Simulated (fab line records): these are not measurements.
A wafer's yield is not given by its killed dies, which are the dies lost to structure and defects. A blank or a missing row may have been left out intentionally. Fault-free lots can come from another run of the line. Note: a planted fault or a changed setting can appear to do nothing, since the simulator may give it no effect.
Matching of chambers + flow nand_harc + cmp-03 running NHARC_A_M1_CMP_23: 4 sister chambers
The step polishes, t overpolish 20 s, target thk 154.34 nm. 20 wafers are shown with their chamber, then 10 later ones without.

== WAFERS PAIRED WITH THEIR CHAMBERS ==
| wafer  | chamber | motor_current_A (A) | time_to_endpoint_s (s) |
|--------|---------|---------------------|------------------------|
| L074.1 | 0       | 13.6                | 30.9                   |
| L074.4 | 3       | 13.4                | 28.8                   |
| L074.6 | 1       | 12.4                | 30.1                   |
| L078.4 | 2       | 12.8                | 29.2                   |
| L078.5 | 1       | 12.3                | 30.7                   |
| L078.6 | 0       | 12.8                | 30.1                   |
| L082.1 | 0       | 13.6                | 30.7                   |
| L082.4 | 1       | 12.8                | 28.2                   |
| L082.5 | 3       | 13.6                | 30.4                   |
| L083.1 | 0       | 12.8                | 31.4                   |
| L083.3 | 3       | 13.6                | 28.7                   |
| L083.5 | 0       | 13.2                | 32.3                   |
| L087.1 | 3       | 12.5                | 30.2                   |
| L087.2 | 2       | 13.4                | 28.4                   |
| L087.4 | 0       | 13.1                | 29.7                   |
| L085.2 | 2       | 13.8                | 31.6                   |
| L085.3 | 0       | 12.8                | 32.0                   |
| L085.5 | 0       | 12.7                | 31.0                   |
| L086.2 | 2       | 13.2                | 28.0                   |
| L086.5 | 2       | 12.7                | 28.4                   |

SIGNATURES (averages over the wafers above)
| reading            | chamber 0 | chamber 1 | chamber 2 | chamber 3 | scatter within a chamber |
|--------------------|-----------|-----------|-----------|-----------|--------------------------|
| motor_current_A    | 13.075    | 12.500    | 13.180    | 13.275    | 0.412                    |
| time_to_endpoint_s | 31.012    | 29.667    | 29.120    | 29.525    | 1.11                     |
Rule: for a wafer and a chamber, the distance is found by dividing, reading by reading, the gap between the wafer's reading and the chamber's mean by the reading's scatter, squaring, summing and taking the root. The wafer belongs to the nearest chamber; if the next one is less than 2 further off, it can't be placed. The scatter: take each reading less its chamber's mean, square it, sum over the shown wafers, divide by the number of wafers less the number of chambers, and take the root.

== WAFERS MISSING THEIR CHAMBER ==
| wafer  | motor_current_A (A) | time_to_endpoint_s (s) |
|--------|---------------------|------------------------|
| L086.6 | 13.4                | 30.5                   |
| L088.1 | 12.3                | 30.5                   |
| L088.2 | 12.8                | 29.1                   |
| L088.4 | 13.1                | 30.5                   |
| L091.3 | 12.3                | 31.8                   |
| L091.5 | 13.4                | 33.5                   |
| L091.6 | 12.8                | 32.4                   |
| L094.1 | 13.8                | 28.6                   |
| L094.2 | 13.3                | 29.2                   |
| L094.5 | 13.6                | 26.8                   |

== THE CHAMBER EACH PASSED THROUGH ==
| wafer  | from the rows above               | in truth |
|--------|-----------------------------------|----------|
| L086.6 | can't be placed: 0 or 3 or 2 or 1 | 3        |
| L088.1 | can't be placed: 1 or 0 or 2 or 3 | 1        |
| L088.2 | can't be placed: 1 or 2 or 3 or 0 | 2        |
| L088.4 | can't be placed: 0 or 3 or 2 or 1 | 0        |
| L091.3 | can't be placed: 1 or 0 or 3 or 2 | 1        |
| L091.5 | can't be placed: 0 or 3 or 2 or 1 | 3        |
| L091.6 | can't be placed: 0 or 1 or 3 or 2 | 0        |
| L094.1 | can't be placed: 3 or 2 or 0 or 1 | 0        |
| L094.2 | can't be placed: 3 or 2 or 0 or 1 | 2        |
| L094.5 | can't be placed: 2 or 3 or 1 or 0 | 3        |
Placed correctly: 0 of 10. Not placeable from these rows: 10 (in 10, the candidates include the true chamber). 0 placed wrongly.
